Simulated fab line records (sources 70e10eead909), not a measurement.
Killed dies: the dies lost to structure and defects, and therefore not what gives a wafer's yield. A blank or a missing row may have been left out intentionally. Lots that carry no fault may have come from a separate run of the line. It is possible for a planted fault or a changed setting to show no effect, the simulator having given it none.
Chamber matching    flow nand harc    NHARC_A_CONTACT_DEP_85 on pecvd-04: 3 sister chambers
The step deposits SiON, target thk 60 nm. 24 wafers are shown with their chamber, then 12 later ones without.

== EACH WAFER AND ITS CHAMBER ==
wafer   chamber  heater power w (W)
L076.2  2        823
L076.4  2        789
L076.6  0        712
L080.1  1        860
L080.2  0        804
L080.6  1        857
L079.1  1        817
L079.3  2        809
L079.6  2        811
L077.1  0        863
L077.5  2        759
L077.6  0        871
L081.1  2        726
L081.3  0        834
L081.4  0        850
L082.1  2        828
L082.2  1        815
L082.3  0        829
L082.4  0        833
L082.5  1        825
L082.6  2        818
L083.3  2        790
L083.4  0        799
L083.5  2        817

SIGNATURES (means of the wafers above)
reading         chamber 0  chamber 1  chamber 2  scatter within a chamber
heater power w  821.67     834.80     797.00     37.5
Rule: for a wafer and a chamber, the distance is found by dividing, reading by reading, the gap between the wafer's reading and the chamber's mean by the reading's scatter, squaring, summing and taking the root. The wafer belongs to the nearest chamber; if the next one is less than 2 further off, it can't be placed. How the scatter is found: for the shown wafers, subtract from each reading the mean of its chamber, square and add these, divide the total by (wafers less chambers), then take the root.

== WAFERS WHOSE CHAMBER IS MISSING ==
wafer   heater power w (W)
L085.1  766
L085.4  760
L085.6  781
L086.1  778
L086.4  787
L086.5  801
L087.2  880
L087.4  869
L087.5  804
L091.1  866
L091.3  805
L091.4  863

== WHICH CHAMBER EACH WENT THROUGH ==
wafer   from the rows above           in truth
L085.1  can't be placed: 2 or 0 or 1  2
L085.4  can't be placed: 2 or 0 or 1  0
L085.6  can't be placed: 2 or 0 or 1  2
L086.1  can't be placed: 2 or 0 or 1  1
L086.4  can't be placed: 2 or 0 or 1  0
L086.5  can't be placed: 2 or 0 or 1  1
L087.2  can't be placed: 1 or 0 or 2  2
L087.4  can't be placed: 1 or 0 or 2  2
L087.5  can't be placed: 2 or 0 or 1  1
L091.1  can't be placed: 1 or 0 or 2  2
L091.3  can't be placed: 2 or 0 or 1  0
L091.4  can't be placed: 1 or 0 or 2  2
Placed correctly: 0 of 12. Cannot be placed on the basis of these rows: 12; the candidates contain the true chamber in 12. 0 placed wrongly.
